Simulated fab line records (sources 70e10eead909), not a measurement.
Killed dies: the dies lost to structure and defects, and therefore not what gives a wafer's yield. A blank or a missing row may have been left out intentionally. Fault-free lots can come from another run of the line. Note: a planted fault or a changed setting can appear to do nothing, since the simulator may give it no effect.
Chamber matching :: flow nand_harc :: NHARC_A_CONTACT_ETCH_110 on rie_diel-05: 4 sister chambers
The step etches the open film in CF4/O2, target depth 50 nm, overetch 5 nm, time 27.5 s. 8 wafers are shown with their chamber, then 8 later ones without.

WAFERS PAIRED WITH THEIR CHAMBERS
wafer: L078.3
chamber: 1
showerhead_plenum_p_Torr (Torr): 1.25
drypump_motor_current_A (A): 5.2

wafer: L087.3
chamber: 0
showerhead_plenum_p_Torr (Torr): 1.25
drypump_motor_current_A (A): 5.8

wafer: L087.5
chamber: 3
showerhead_plenum_p_Torr (Torr): 1.38
drypump_motor_current_A (A): 5.7

wafer: L088.3
chamber: 1
showerhead_plenum_p_Torr (Torr): 1.25
drypump_motor_current_A (A): 5.2

wafer: L088.4
chamber: 0
showerhead_plenum_p_Torr (Torr): 1.24
drypump_motor_current_A (A): 5.9

wafer: L086.3
chamber: 3
showerhead_plenum_p_Torr (Torr): 1.38
drypump_motor_current_A (A): 5.7

wafer: L086.5
chamber: 2
showerhead_plenum_p_Torr (Torr): 1.26
drypump_motor_current_A (A): 6.6

wafer: L085.3
chamber: 2
showerhead_plenum_p_Torr (Torr): 1.26
drypump_motor_current_A (A): 6.6

WAFERS MISSING THEIR CHAMBER
wafer: L085.4
showerhead_plenum_p_Torr (Torr): 1.38
drypump_motor_current_A (A): 5.6

wafer: L085.5
showerhead_plenum_p_Torr (Torr): 1.24
drypump_motor_current_A (A): 5.9

wafer: L092.2
showerhead_plenum_p_Torr (Torr): 1.26
drypump_motor_current_A (A): 6.7

wafer: L092.3
showerhead_plenum_p_Torr (Torr): 1.24
drypump_motor_current_A (A): 5.9

wafer: L092.6
showerhead_plenum_p_Torr (Torr): 1.25
drypump_motor_current_A (A): 5.2

wafer: L093.1
showerhead_plenum_p_Torr (Torr): 1.24
drypump_motor_current_A (A): 5.8

wafer: L093.3
showerhead_plenum_p_Torr (Torr): 1.38
drypump_motor_current_A (A): 5.7

wafer: L093.5
showerhead_plenum_p_Torr (Torr): 1.26
drypump_motor_current_A (A): 6.6

THE CHAMBER EACH PASSED THROUGH
wafer: L085.4
from the rows above: 3
in truth: 3

wafer: L085.5
from the rows above: 0
in truth: 0

wafer: L092.2
from the rows above: 2
in truth: 2

wafer: L092.3
from the rows above: 0
in truth: 0

wafer: L092.6
from the rows above: 1
in truth: 1

wafer: L093.1
from the rows above: 0
in truth: 0

wafer: L093.3
from the rows above: 3
in truth: 3

wafer: L093.5
from the rows above: 2
in truth: 2
8 of 8 placed correctly. Left unplaced by these rows: 0. Placed wrongly: 0.
How it was worked out, from the rows above alone: a wafer's distance from a chamber is the root of the sum, over the readings, of the square of ((its reading less the chamber's mean) divided by the reading's scatter). If the next closest chamber is less than 2 further off than the closest, the wafer can't be placed; otherwise it belongs to the closest. Each chamber's mean is taken over the wafers shown for it. The scatter: take each reading less its chamber's mean, square it, sum over the shown wafers, divide by the number of wafers less the number of chambers, and take the root.
